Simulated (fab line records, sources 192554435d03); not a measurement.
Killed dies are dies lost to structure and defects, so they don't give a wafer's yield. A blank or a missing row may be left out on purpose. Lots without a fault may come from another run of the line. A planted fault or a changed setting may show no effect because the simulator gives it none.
Problem report in the 8D (eight disciplines) form, filled by code | flow n5_finfet | the parts of the form that need people (team, actions taken, sign-off) are left out

1. THE PROBLEM
rf_fwd_power_W at N5_BEOL_M6_ETCH_66 reads a mean of 1037.3 W on 6 wafers of 2 lots; wafers without a fault read 835.7 W with a standard deviation of 2.6. That is +78 standard deviations from the usual mean.
The step: etches SOC in N2/H2, target depth 80 nm, overetch 16 nm, time 120 s.
First seen on wafer L807.1, day 12 09:18, on rie_diel-03. The record holds 30 wafers of 10 lots with a number at this step. Rule for "out", or "out of limits": more than 4 standard deviations from the usual mean. The other wafers with a number count as sound.

2. WHAT IT IS AND WHAT IT IS NOT
question                    | is                       | is not
which readings at this step | rf_fwd_power_W, rf_vpp_V | drypump_motor_current_A, oes_product_au, showerhead_plenum_p_Torr, throttle_valve_pct
which lots                  | L807, L809               | L791, L793, L795, L797, L798, L800, L801, L811
which wafers of those lots  | all that have a number   | -
read on which tools         | rie_diel-03              | rie_diel-01, rie_diel-04
when                        | from day 12 09:18        | up to then (21 sound wafers); but 3 sound wafers of L811 came after

3. SUSPECTS, AND WHAT RULES EACH OUT
Counting: a tool at a process step up to the reading stays a suspect if it ran every lot that is out and no sound lot after the first of them.
- rie_diel-03 at N5_BEOL_M6_DESCUM_33 (chemistry O2, time 7 s): kept. It ran every lot that is out, first L807 (day 12 09:13), and no sound lot after that; its last sound lot up to then is L800 (day 11 11:29).
- rie_diel-03 at N5_BEOL_M6_ETCH_66 (etches SOC in N2/H2, target depth 80 nm, overetch 16 nm, time 120 s): kept. It ran every lot that is out, first L807 (day 12 09:18), and no sound lot after that; its last sound lot up to then is L800 (day 11 11:34). Its own readings are out on those wafers: rf_fwd_power_W, rf_vpp_V.
Left after counting: rie_diel-03 at N5_BEOL_M6_DESCUM_33, rie_diel-03 at N5_BEOL_M6_ETCH_66.

4. THE CAUSE (what the simulator had put in)
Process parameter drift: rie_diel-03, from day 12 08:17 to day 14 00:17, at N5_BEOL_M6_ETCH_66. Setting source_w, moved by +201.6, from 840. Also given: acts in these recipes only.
Counting left 2 suspects, and this tool is among them.

5. THE CHAIN OF EFFECTS, in route order
Each row: a reading whose mean over the struck wafers that have a number lies more than 3 standard deviations from the usual. Only readings for which the record gives a usual standard deviation are gone through. hours: the time from each lot's start at the first step in this table that gives one to its start at this step, as a median over the lots. sigmas: the change in usual standard deviations.
hours | step               | reading        | usual   | on struck wafers | change | sigmas
0     | N5_BEOL_M6_ETCH_66 | rf_fwd_power_W | 835.7 W | 1037.3           | +201.6 | +78
0     | N5_BEOL_M6_ETCH_66 | rf_vpp_V       | 524.4 V | 487.5            | -36.9  | -16
The process steps in it:
- N5_BEOL_M6_ETCH_66: etches SOC in N2/H2, target depth 80 nm, overetch 16 nm, time 120 s.
Later measuring or inspecting steps at which every struck wafer that the step has a row for has a number for every such reading, and none has moved that far: N5_BEOL_M6_OCD_MEAS_38.

6. WHAT WOULD HAVE CAUGHT IT SOONER
In this record the first reading out of limits was taken at day 12 09:18, 1 hour after the fault began at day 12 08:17.
